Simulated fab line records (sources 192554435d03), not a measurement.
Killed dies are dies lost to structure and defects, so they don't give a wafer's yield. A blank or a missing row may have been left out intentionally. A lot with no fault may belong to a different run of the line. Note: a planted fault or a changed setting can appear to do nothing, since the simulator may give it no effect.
Split-lot study / flow n5Finfet / 7 lots, 39 wafers read, on a route of 1938 steps

== THE SPLIT ITSELF ==
At N5_MOL_CONTACT_COAG_VIA_ETCH_46 (etches SiO2 in C4F6/O2, target depth 46 nm, overetch 9.2 nm, time 40 s), the setting targetDepthA was moved away from the recipe's 460 angstrom on 15 of the 39 wafers read, by -39.4% to +56.7%. All remaining wafers had this setting at the recipe value.

The reading comes from the split's own step.

== THE READING ==
SOC_of_MOL_CONTACT_COAG_COAT_75.thkNm (the simulator's own value, which no gauge read), in nm, at N5_MOL_CONTACT_COAG_VIA_ETCH_46 (etches SiO2 in C4F6/O2, target depth 46 nm, overetch 9.2 nm, time 40 s). The file gives no usual value for it. Here, 24 wafers ran the recipe; their average is 50.6 nm with a standard deviation of 0.18 nm.

wafer=L077.1; tool, chamber at the split=rieDiel-01, 2,3; targetDepthA as run, angstrom=720.8; against the recipe=+56.7%; SOC_of_MOL_CONTACT_COAG_COAT_75.thkNm, nm=47.4; against lot-mates on the recipe=-3.1
wafer=L077.3; tool, chamber at the split=rieDiel-01, 2,3; targetDepthA as run, angstrom=720.8; against the recipe=+56.7%; SOC_of_MOL_CONTACT_COAG_COAT_75.thkNm, nm=47.4; against lot-mates on the recipe=-3.1
wafer=L077.2; tool, chamber at the split=rieDiel-01, 1; targetDepthA as run, angstrom=720.8; against the recipe=+56.7%; SOC_of_MOL_CONTACT_COAG_COAT_75.thkNm, nm=47.2; against lot-mates on the recipe=-3.3
wafer=L077.4; tool, chamber at the split=rieDiel-01, 0,2; targetDepthA as run, angstrom=460; against the recipe=recipe; SOC_of_MOL_CONTACT_COAG_COAT_75.thkNm, nm=50.6; against lot-mates on the recipe=-
wafer=L077.5; tool, chamber at the split=rieDiel-01, 0,2; targetDepthA as run, angstrom=460; against the recipe=recipe; SOC_of_MOL_CONTACT_COAG_COAT_75.thkNm, nm=50.6; against lot-mates on the recipe=-
wafer=L077.6; tool, chamber at the split=rieDiel-01, 1; targetDepthA as run, angstrom=460; against the recipe=recipe; SOC_of_MOL_CONTACT_COAG_COAT_75.thkNm, nm=50.2; against lot-mates on the recipe=-
wafer=L081.1; tool, chamber at the split=rieDiel-05, 0,1,2; targetDepthA as run, angstrom=460; against the recipe=recipe; SOC_of_MOL_CONTACT_COAG_COAT_75.thkNm, nm=50.8; against lot-mates on the recipe=-
wafer=L081.2; tool, chamber at the split=rieDiel-05, 0,1,2; targetDepthA as run, angstrom=460; against the recipe=recipe; SOC_of_MOL_CONTACT_COAG_COAT_75.thkNm, nm=50.8; against lot-mates on the recipe=-
wafer=L081.3; tool, chamber at the split=rieDiel-05, 0,1,2; targetDepthA as run, angstrom=460; against the recipe=recipe; SOC_of_MOL_CONTACT_COAG_COAT_75.thkNm, nm=50.8; against lot-mates on the recipe=-
wafer=L081.4; tool, chamber at the split=rieDiel-05, 3; targetDepthA as run, angstrom=632.5; against the recipe=+37.5%; SOC_of_MOL_CONTACT_COAG_COAT_75.thkNm, nm=48.4; against lot-mates on the recipe=-2.4
wafer=L081.5; tool, chamber at the split=rieDiel-05, 2,1; targetDepthA as run, angstrom=632.5; against the recipe=+37.5%; SOC_of_MOL_CONTACT_COAG_COAT_75.thkNm, nm=48.6; against lot-mates on the recipe=-2.2
wafer=L081.6; tool, chamber at the split=rieDiel-05, 2,1; targetDepthA as run, angstrom=632.5; against the recipe=+37.5%; SOC_of_MOL_CONTACT_COAG_COAT_75.thkNm, nm=48.6; against lot-mates on the recipe=-2.2
wafer=L083.1; tool, chamber at the split=rieDiel-01, 0,1; targetDepthA as run, angstrom=460; against the recipe=recipe; SOC_of_MOL_CONTACT_COAG_COAT_75.thkNm, nm=50.4; against lot-mates on the recipe=-
wafer=L083.2; tool, chamber at the split=rieDiel-01, 0,1; targetDepthA as run, angstrom=460; against the recipe=recipe; SOC_of_MOL_CONTACT_COAG_COAT_75.thkNm, nm=50.4; against lot-mates on the recipe=-
wafer=L083.3; tool, chamber at the split=rieDiel-01, 2; targetDepthA as run, angstrom=460; against the recipe=recipe; SOC_of_MOL_CONTACT_COAG_COAT_75.thkNm, nm=50.6; against lot-mates on the recipe=-
wafer=L083.4; tool, chamber at the split=rieDiel-01, 3; targetDepthA as run, angstrom=278.6; against the recipe=-39.4%; SOC_of_MOL_CONTACT_COAG_COAT_75.thkNm, nm=52.6; against lot-mates on the recipe=+2.1
wafer=L083.6; tool, chamber at the split=rieDiel-01, 3; targetDepthA as run, angstrom=278.6; against the recipe=-39.4%; SOC_of_MOL_CONTACT_COAG_COAT_75.thkNm, nm=52.6; against lot-mates on the recipe=+2.1
wafer=L083.5; tool, chamber at the split=rieDiel-01, 2; targetDepthA as run, angstrom=278.6; against the recipe=-39.4%; SOC_of_MOL_CONTACT_COAG_COAT_75.thkNm, nm=52.8; against lot-mates on the recipe=+2.3
wafer=L087.1; tool, chamber at the split=rieDiel-05, 3; targetDepthA as run, angstrom=460; against the recipe=recipe; SOC_of_MOL_CONTACT_COAG_COAT_75.thkNm, nm=50.4; against lot-mates on the recipe=-
wafer=L087.6; tool, chamber at the split=rieDiel-05, 3; targetDepthA as run, angstrom=460; against the recipe=recipe; SOC_of_MOL_CONTACT_COAG_COAT_75.thkNm, nm=50.4; against lot-mates on the recipe=-
wafer=L087.2; tool, chamber at the split=rieDiel-05, 2; targetDepthA as run, angstrom=460; against the recipe=recipe; SOC_of_MOL_CONTACT_COAG_COAT_75.thkNm, nm=50.8; against lot-mates on the recipe=-
wafer=L087.4; tool, chamber at the split=rieDiel-05, 2; targetDepthA as run, angstrom=460; against the recipe=recipe; SOC_of_MOL_CONTACT_COAG_COAT_75.thkNm, nm=50.8; against lot-mates on the recipe=-
wafer=L087.3; tool, chamber at the split=rieDiel-05, 0; targetDepthA as run, angstrom=460; against the recipe=recipe; SOC_of_MOL_CONTACT_COAG_COAT_75.thkNm, nm=50.6; against lot-mates on the recipe=-
wafer=L087.5; tool, chamber at the split=rieDiel-05, 0; targetDepthA as run, angstrom=460; against the recipe=recipe; SOC_of_MOL_CONTACT_COAG_COAT_75.thkNm, nm=50.6; against lot-mates on the recipe=-
wafer=L090.1; tool, chamber at the split=rieDiel-05, 2; targetDepthA as run, angstrom=712.3; against the recipe=+54.8%; SOC_of_MOL_CONTACT_COAG_COAT_75.thkNm, nm=48; against lot-mates on the recipe=-2.8
wafer=L090.2; tool, chamber at the split=rieDiel-05, 1,3; targetDepthA as run, angstrom=712.3; against the recipe=+54.8%; SOC_of_MOL_CONTACT_COAG_COAT_75.thkNm, nm=47.6; against lot-mates on the recipe=-3.2
wafer=L090.4; tool, chamber at the split=rieDiel-05, 1,3; targetDepthA as run, angstrom=712.3; against the recipe=+54.8%; SOC_of_MOL_CONTACT_COAG_COAT_75.thkNm, nm=47.6; against lot-mates on the recipe=-3.2
wafer=L090.3; tool, chamber at the split=rieDiel-05, 0; targetDepthA as run, angstrom=460; against the recipe=recipe; SOC_of_MOL_CONTACT_COAG_COAT_75.thkNm, nm=51; against lot-mates on the recipe=-
wafer=L090.5; tool, chamber at the split=rieDiel-05, 3; targetDepthA as run, angstrom=460; against the recipe=recipe; SOC_of_MOL_CONTACT_COAG_COAT_75.thkNm, nm=50.6; against lot-mates on the recipe=-
wafer=L090.6; tool, chamber at the split=rieDiel-05, 0; targetDepthA as run, angstrom=460; against the recipe=recipe; SOC_of_MOL_CONTACT_COAG_COAT_75.thkNm, nm=50.8; against lot-mates on the recipe=-
wafer=L092.2; tool, chamber at the split=rieDiel-04, 3,2,1; targetDepthA as run, angstrom=460; against the recipe=recipe; SOC_of_MOL_CONTACT_COAG_COAT_75.thkNm, nm=50.8; against lot-mates on the recipe=-
wafer=L092.3; tool, chamber at the split=rieDiel-04, 3,2,1; targetDepthA as run, angstrom=460; against the recipe=recipe; SOC_of_MOL_CONTACT_COAG_COAT_75.thkNm, nm=50.8; against lot-mates on the recipe=-
wafer=L092.5; tool, chamber at the split=rieDiel-04, 3,2,1; targetDepthA as run, angstrom=460; against the recipe=recipe; SOC_of_MOL_CONTACT_COAG_COAT_75.thkNm, nm=50.8; against lot-mates on the recipe=-
wafer=L093.1; tool, chamber at the split=rieDiel-05, 0; targetDepthA as run, angstrom=460; against the recipe=recipe; SOC_of_MOL_CONTACT_COAG_COAT_75.thkNm, nm=50.8; against lot-mates on the recipe=-
wafer=L093.2; tool, chamber at the split=rieDiel-05, 1; targetDepthA as run, angstrom=342.5; against the recipe=-25.5%; SOC_of_MOL_CONTACT_COAG_COAT_75.thkNm, nm=52; against lot-mates on the recipe=+1.3
wafer=L093.3; tool, chamber at the split=rieDiel-05, 2,1; targetDepthA as run, angstrom=460; against the recipe=recipe; SOC_of_MOL_CONTACT_COAG_COAT_75.thkNm, nm=50.6; against lot-mates on the recipe=-
wafer=L093.6; tool, chamber at the split=rieDiel-05, 2,1; targetDepthA as run, angstrom=460; against the recipe=recipe; SOC_of_MOL_CONTACT_COAG_COAT_75.thkNm, nm=50.6; against lot-mates on the recipe=-
wafer=L093.4; tool, chamber at the split=rieDiel-05, 3,0; targetDepthA as run, angstrom=342.5; against the recipe=-25.5%; SOC_of_MOL_CONTACT_COAG_COAT_75.thkNm, nm=52.2; against lot-mates on the recipe=+1.5
wafer=L093.5; tool, chamber at the split=rieDiel-05, 3,0; targetDepthA as run, angstrom=342.5; against the recipe=-25.5%; SOC_of_MOL_CONTACT_COAG_COAT_75.thkNm, nm=52.2; against lot-mates on the recipe=+1.5
Rows listing several chambers each stand for several wafers; the file does not say which wafer went through which chamber.

THE FIT
A straight line over all 39 wafers: SOC_of_MOL_CONTACT_COAG_COAT_75.thkNm changes by -0.0553 nm for each +1% of targetDepthA; r = -0.99; the points scatter about the line by 0.18 nm.
The same after taking each lot's own level away (the mean of its wafers on the recipe; 39 wafers): -0.0564 nm for each +1%; r = -1.00; scatter 0.14 nm.
The reading moves by 3.2 nm for the largest change in targetDepthA, on that fit.
The span of the lots' own levels, 50.47 to 50.80 nm, comes to 1.8 times the standard deviation stated above.
So the lot-to-lot level changes the slope little: the two slopes agree.
Check: for one of the wafers moved furthest among these (+56.7%), held out of the fit, the line's prediction against its lot-mates is -3.22 nm. It came out at -3.07 nm against them.

== OTHER SPLITS ON THESE WAFERS ==
Before the reading, these wafers also passed through other splits. Each is held against what the fit with the lots' levels taken away leaves over:
other split on the same wafers=N5_SDB_CUT_ETCH_26 targetDepthA; wafers away from the commonest value=12; r with SOC_of_MOL_CONTACT_COAG_COAT_75.thkNm (lot level and that fit taken away)=+0.22

== FILE'S OWN FIT ==
SOC_of_MOL_CONTACT_COAG_COAT_75.thkNm changes by -0.0564 nm for each +1% of targetDepthA, r = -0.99.
